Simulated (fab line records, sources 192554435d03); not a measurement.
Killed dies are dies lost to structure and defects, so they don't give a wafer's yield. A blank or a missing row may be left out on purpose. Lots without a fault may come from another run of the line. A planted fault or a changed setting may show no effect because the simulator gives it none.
fab line records | flow n5_finfet
record lots=10 wafers=30 last_day=19
route steps=1938 shown BEOL_M11@1539 MIM_TOP_LITHO@1848 MIM_TOP_ETCH@1853 TV_OPEN@1888 PASSIVATION@1936
lots that met no fault: from a run of the same line without faults
start_h: hours from the record's first day to the start of the lot's first wafer shown | wait_h: hours since the lot's step before | " the same as in the row above | L1.1+2: a row that stands for several wafers | - no value, or no start given | * or withheld: withheld | < > ~ a bound
route shown NAME@n: a module of which the file shows steps, and the number in the route of the first | usual: mean/standard deviation of fault-free wafers | same: alike in all rows | chamber/n: place in a boat | sites: the reading at each site | _std_site: their standard deviation | _edge_site: outer sites' mean less inner sites' | radius_mm: how far each site lies from the wafer's centre | mask NAME#n: copy n | behind: the tool/chamber that last shaped the wafer | hold: why the lot was held/for how many hours/how that ended | device: the transistor (n, p or np) that didn't switch | end of line: the same wafers' tests at the end of the route | a step without rows: its recipe alone | killed: dies lost to structure and defects at the first sort, not the wafer's yield | map: a wafer's dies, x killed, . not, _ none there
set.NAME: the setting as run; set.NAME@STEP: as run at that earlier step | model.NAME: the simulator's own value behind a step, which no gauge read
steps of the route over a sample of lots; a table a step, a row a wafer
services: from which hour (start_h, from the record's first day; less than 0 if before it) a tool's chamber was out of use, for how many hours, and why
## steps
# step N5_BEOL_M11_PECVD_70
# recipe material=SiO2 target_thk_a=200 temp_c=400 precursor=TEOS/O2 pressure_torr=5.5 rf_w=450 teos_flow_sccm=53.8 gas=O2 flow_sccm=3000 time_s=22.7
# usual heater_power_w=766/88 rf_fwd_power_W=446.0/1.8 showerhead_plenum_p_Torr=8.78/0.069 throttle_valve_pct=22.4/1.4
# columns lot.wafer tool chamber start_h wait_h heater_power_w rf_fwd_power_W showerhead_plenum_p_Torr throttle_valve_pct
L782.1 pecvd-02 2 250.80 0.0 775 444.1 8.85 22.2
L782.4 " 1 " " 663 447.5 8.90 24.3
L782.6 " 2 " " 756 443.3 8.86 21.9
L783.1 pecvd-04 1 251.19 0.0 885 446.6 8.87 25.1
L783.2 " 0 " " 743 443.7 8.72 22.7
L783.6 " 0 " " 764 445.1 8.73 22.6
L785.4 pecvd-01 0 301.81 0.1 705 446.6 8.74 22.3
L785.5 " 2 " " 630 446.6 8.76 22.1
L785.6 " 1 " " 866 447.5 8.77 19.9
L788.2 pecvd-04 0 320.78 0.0 844 444.6 8.70 22.6
L788.4 " 1 " " 989 443.9 8.86 25.2
L788.5 " 0 " " 860 442.4 8.74 22.5
L787.1 pecvd-01 2 323.12 0.0 727 447.7 8.76 21.9
L787.4 " 0 " " 759 446.5 8.75 22.3
L787.6 " 2 " " 698 446.3 8.77 22.0
L793.1 pecvd-04 0 359.55 0.0 863 444.6 8.71 22.7
L793.4 " 0 " " 870 442.6 8.69 22.5
L793.6 " 1 " " 829 444.3 8.86 24.9
L799.2 pecvd-02 0 392.18 0.0 771 446.4 8.67 22.4
L799.5 " 2 " " 751 443.9 8.88 22.2
L799.6 " 0 " " 607 447.6 8.64 22.4
L802.1 pecvd-01 2 405.20 0.0 613 445.4 8.77 22.0
L802.3 " 1 " " 763 447.6 8.78 20.2
L802.4 " 0 " " 703 445.2 8.77 22.6
L801.2 pecvd-01 2 405.58 0.0 684 446.8 8.77 22.1
L801.4 " 0 " " 737 450.1 8.75 22.3
L801.6 " 1 " " 863 445.3 8.78 20.1
L804.2 pecvd-01 0 406.92 0.0 782 446.8 8.76 22.4
L804.5 " 1 " " 866 447.8 8.78 20.2
L804.6 " 2 " " 716 447.0 8.77 22.1
# step N5_MIM_TOP_LITHO_OVL_MEAS_11
# recipe points_per_wafer=44
# usual MIM_TOP_OVL=1/4.5
# columns lot.wafer tool chamber start_h wait_h MIM_TOP_OVL[nm]
L782.1 overlay-01 0 282.17 0.0 1
L782.4 " 0 " " 7
L782.6 " 0 " " 4
L783.1 overlay-01 0 282.34 0.0 -4
L783.2 " 0 " " -1
L783.6 " 0 " " 0
L785.4 overlay-01 0 336.00 0.0 5
L785.5 " 0 " " 8
L785.6 " 0 " " 1
L788.2 overlay-02 0 361.56 0.0 1
L788.4 " 0 " " -3
L788.5 " 0 " " 2
L787.1 overlay-02 0 362.41 0.0 7
L787.4 " 0 " " -5
L787.6 " 0 " " 4
L793.1 overlay-02 0 394.75 0.0 5
L793.4 " 0 " " 0
L793.6 " 0 " " 8
L799.2 overlay-01 0 431.74 0.0 2
L799.5 " 0 " " -2
L799.6 " 0 " " -4
L801.2 overlay-01 0 446.27 0.0 3
L801.4 " 0 " " -3
L801.6 " 0 " " -1
L804.2 overlay-01 0 447.13 0.0 -7
L804.5 " 0 " " 0
L804.6 " 0 " " -6
L802.1 overlay-02 0 447.42 0.0 0
L802.3 " 0 " " 3
L802.4 " 0 " " 5
# step N5_MIM_TOP_ETCH_PECVD_03
# recipe material=SiNx target_thk_a=200 temp_c=400 precursor=SiH4/NH3/N2 pressure_torr=1.5 rf_w=300 time_s=17.6
# usual heater_power_w=829/100 rf_fwd_power_W=297.6/1.1 showerhead_plenum_p_Torr=5.15/0.067 throttle_valve_pct=40.3/2.5
# columns lot.wafer tool chamber start_h wait_h heater_power_w rf_fwd_power_W showerhead_plenum_p_Torr throttle_valve_pct
L782.1 pecvd-04 2 282.57 - 761 296.3 5.27 40.5
L782.4 " 0 " " 932 298.1 5.06 40.1
L782.6 " 2 " " 768 297.1 5.25 39.8
L783.1 pecvd-01 2 282.84 - 758 297.7 5.12 39.2
L783.2 " 0 " " 760 298.2 5.11 40.0
L783.6 " 0 " " 749 299.1 5.11 39.7
L785.4 pecvd-03 0 337.17 - 797 298.8 5.11 40.6
L785.5 " 1 " " 839 297.5 5.15 40.3
L785.6 " 2 " " 687 296.7 5.18 37.3
L788.2 pecvd-01 2 361.98 - 671 299.2 5.11 39.6
L788.4 " 0 " " 773 299.4 5.11 40.0
L788.5 " 1 " " 929 297.8 5.15 35.9
L787.1 pecvd-03 2 362.76 - 768 296.2 5.18 37.6
L787.4 " 2 " " 766 298.0 5.19 37.4
L787.6 " 0 " " 817 298.0 5.09 40.8
L793.1 pecvd-03 2 395.10 - 732 296.7 5.17 37.5
L793.4 " 0 " " 801 297.8 5.09 41.2
L793.6 " 2 " " 735 298.1 5.16 37.5
L799.2 pecvd-04 0 432.27 - 971 295.8 5.05 40.2
L799.5 " 2 " " 655 295.9 5.25 40.3
L799.6 " 1 " " 1019 295.3 5.22 44.8
L801.2 pecvd-04 0 447.55 - 818 297.8 5.07 40.1
L801.4 " 1 " " 989 296.8 5.22 45.1
L801.6 " 0 " " 827 297.0 5.06 40.1
L804.2 pecvd-04 1 448.05 - 915 298.0 5.21 44.8
L804.5 " 1 " " 930 298.2 5.22 45.1
L804.6 " 0 " " 950 298.2 5.07 40.1
L802.1 pecvd-01 1 448.17 - 857 297.8 5.14 35.7
L802.3 " 2 " " 678 299.6 5.11 39.5
L802.4 " 1 " " 889 297.6 5.14 35.8
# step N5_PASSIVATION_VIA_ETCH_13
# recipe chemistry=CHF3/O2 target=SiO2 target_depth_a=6600 CHF3_flow_sccm=50 O2_flow_sccm=5 Ar_flow_sccm=200 time_s=330 mask_material=PR pressure_mtorr=30 source_w=650 bias_w=170 ion_energy_ev=200 ends=cleared
# usual drypump_motor_current_A=5.5/0.36 etch_rf_on_time_s=236/7.1 oes_f_703_au=0.83/0.11 oes_product_au=0.75/0.1 rf_fwd_power_W=648.3/2 rf_vpp_V=527/11 showerhead_plenum_p_Torr=2.41/0.099 throttle_valve_pct=18.79/0.21
# columns lot.wafer tool chamber start_h wait_h drypump_motor_current_A etch_rf_on_time_s oes_f_703_au oes_product_au rf_fwd_power_W rf_hours_counter_h rf_vpp_V showerhead_plenum_p_Torr throttle_valve_pct
L782.1 rie_diel-04 3 284.67 0.0 5.6 231 0.70 0.60 649.0 257 513 2.35 19.01
L782.4 " 2 " " 5.3 244 0.72 0.64 651.1 - 534 2.50 19.03
L782.6 " 3 " " 5.7 234 0.70 0.60 650.9 - 513 2.35 19.01
L783.1 rie_diel-04 2 288.24 0.0 5.2 243 0.72 0.64 651.9 193 535 2.50 19.02
L783.2 " 0 " " 5.8 235 0.91 0.79 649.5 46 507 2.36 18.64
L783.6 " 2 " " 5.2 244 0.72 0.64 648.9 - 533 2.50 19.03
L785.4 rie_diel-06 3 343.45 0.1 5.4 237 0.71 0.63 646.4 - 528 2.29 19.30
L785.5 " 0 " " 4.9 239 0.79 0.73 650.0 - 533 2.34 18.68
L785.6 " 1 " " 5.7 236 0.73 0.63 649.9 - 525 2.30 18.98
L788.2 rie_diel-04 0 364.46 0.0 5.8 234 0.87 0.76 650.7 74 506 2.35 18.69
L788.4 " 2 " " 5.2 247 0.70 0.62 649.0 221 534 2.49 19.09
L788.5 " 2 " " 5.2 245 0.71 0.61 649.6 - 532 2.49 19.07
L787.1 rie_diel-02 0 365.52 0.0 5.4 234 0.87 0.81 646.5 30 531 2.45 18.74
L787.4 " 2 " " 5.5 237 0.93 0.87 649.6 - 543 2.37 18.51
L787.6 " 0 " " 5.4 235 0.86 0.80 648.0 - 532 2.45 18.73
L793.1 rie_diel-06 3 400.26 0.0 5.3 236 0.70 0.61 650.9 239 528 2.28 19.34
L793.4 " 0 " " 4.9 242 0.77 0.71 646.6 92 534 2.33 18.67
L793.6 " 1 " " 5.6 220 0.95 0.86 651.5 - 534 2.58 18.57
L799.2 rie_diel-02 0 437.26 0.0 5.4 233 0.82 0.77 650.5 54 530 2.44 18.77
L799.5 " 1 " " 6.0 249 0.68 0.61 645.7 - 524 2.28 18.69
L799.6 " 2 " " 5.5 241 0.89 0.82 651.5 - 544 2.36 18.56
L801.2 rie_diel-06 2 452.08 0.0 5.2 225 0.90 0.81 647.4 37 534 2.46 18.68
L801.4 " 3 " " 5.3 237 0.99 0.90 644.6 1 536 2.57 18.91
L801.6 " 0 " " 4.9 245 0.76 0.69 648.2 - 534 2.33 18.75
L804.2 rie_diel-02 0 455.93 0.0 5.4 233 0.82 0.77 647.7 60 529 2.44 18.78
L804.5 " 3 " " 5.7 235 0.93 0.84 643.2 - 508 2.34 18.76
L804.6 " 0 " " 5.4 240 0.82 0.76 648.9 - 531 2.44 18.80
L802.1 rie_diel-06 3 456.16 0.0 5.4 230 0.97 0.89 645.5 3 537 2.57 18.91
L802.3 " 2 " " 5.2 225 0.89 0.81 649.4 39 534 2.46 18.67
L802.4 " 1 " " 5.7 227 0.92 0.82 648.7 28 533 2.58 18.58
# step N5_PASSIVATION_PROBE_49
# usual defect_limited_yield=90.9/1.4 killed_at_M0_to_M3=38/11 killed_at_M4_up=13/5.9 killed_at_contacts=14/6.4 killed_at_front_end=38/11 killed_at_other=3.3/2.5 killed_dies=107/16 killed_on_rim=14/3.6 killed_open=70/12 killed_short=35/7.7 sort_bin_5_function=5.3/0.94 sort_bin_6_memory=3.5/0.7 sort_n_pass=1073/16 sort_yield_pct=90.9/1.4
# same gross_dies=1180 killed_at_back_side=0 sort_bin_4_leakage[%]=0 sort_bin_8_speed[%]=0
# columns lot.wafer tool chamber start_h wait_h defect_limited_yield[%] killed_at_M0_to_M3 killed_at_M4_up killed_at_contacts killed_at_front_end killed_at_other killed_dies killed_on_rim killed_open killed_short sort_bin_5_function[%] sort_bin_6_memory[%] sort_n_pass sort_yield_pct[%]
L793.1 prober-01 - 407.03 0.0 88.5 41 36 20 37 2 136 27 82 40 5.3 5.1 1044 88.5
L793.4 prober-01 - 407.18 0.2 89.1 55 30 14 29 1 129 23 80 37 6.4 3.4 1051 89.1
L793.6 prober-01 - 407.28 0.3 90.0 45 20 18 31 4 118 15 82 36 5.9 3.6 1062 90.0
# killed by level:class
L793.1 MOL_CONTACT_COAG:geometric_particle:open=14 BEOL_M11:area_pecvd=14 DUMMY_GATE:geometric_particle:open=10 BEOL_M3:geometric_particle:open=10 BEOL_M4:geometric_particle:open=10 BEOL_M2:geometric_particle:open=7 MOL_CONTACT_COAG:geometric_particle:short=6 BEOL_M0_SAQP:geometric_particle:short=6
L793.4 MOL_CONTACT_COAG:geometric_particle:open=12 BEOL_M0:geometric_particle:open=12 BEOL_M4:geometric_particle:open=12 BEOL_M11:area_pecvd=12 BEOL_M3:geometric_particle:open=11 BEOL_M0_SAQP:geometric_particle:open=10 GATE_CUT:geometric_particle:short=8 BEOL_M0_SAQP:geometric_particle:short=7
L793.6 MOL_CONTACT_COAG:geometric_particle:open=14 FIN_SAQP:geometric_particle:short=12 BEOL_M2:geometric_particle:open=9 BEOL_M3:geometric_particle:open=9 FIN_SAQP:geometric_particle:open=8 BEOL_M0_SAQP:geometric_particle:open=7 BEOL_M0:geometric_particle:open=6 BEOL_M4:geometric_particle:open=6
## services
# columns tool chamber start_h hours kind
rie_diel-04 3 236.60 5.9 repair
rie_diel-02 - 257.06 72.1 repair
pecvd-01 1 274.17 12.3 repair
pecvd-01 - 275.27 0.9 repair
pecvd-03 - 286.12 14.6 pm
pecvd-04 2 287.69 4.1 repair
pecvd-04 - 289.55 6.0 pm
rie_diel-04 3 294.15 6.5 repair
pecvd-02 - 298.59 3.4 repair
pecvd-01 1 305.00 2.1 scheduled_down
pecvd-02 - 326.95 0.6 repair
rie_diel-02 - 329.20 14.6 pm
pecvd-04 2 331.11 30.4 repair
rie_diel-06 3 331.95 2.6 repair
pecvd-02 - 335.57 2.8 pm
rie_diel-04 - 336.59 4.8 repair
rie_diel-06 - 338.02 0.6 repair
rie_diel-06 0 347.58 3.7 repair
pecvd-01 0 349.73 2.1 scheduled_down
rie_diel-06 - 354.64 4.3 pm
pecvd-02 - 415.73 1.4 repair
pecvd-01 1 420.08 4.5 repair
rie_diel-04 3 452.95 2.6 repair
pecvd-01 - 456.03 2.6 repair
## key
first_sign step=N5_PASSIVATION_PROBE_49 reading=killed_at_M4_up direction=up sigmas=3.4 usual=13 struck=33
effect step=N5_PASSIVATION_PROBE_49 reading=killed_on_rim direction=up sigmas=3 usual=14 struck=25
met_at N5_BEOL_M11_PECVD_70
struck_lots L793
struck_wafers L793.1,L793.4
not_acting_at N5_MIM_TOP_LITHO_OVL_MEAS_11,N5_MIM_TOP_ETCH_PECVD_03,N5_PASSIVATION_VIA_ETCH_13
onset_between 320.78 359.55
fault kind=site_profile_drift tool=pecvd-04 chamber=0 onset_h=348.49 steps=N5_BEOL_M11_PECVD_70 basis=fraction max_abs_drift=0.5377 slope_share_per_hr=119.49 site_pattern=0,0,0,0,0,-1,-1,-1,-1
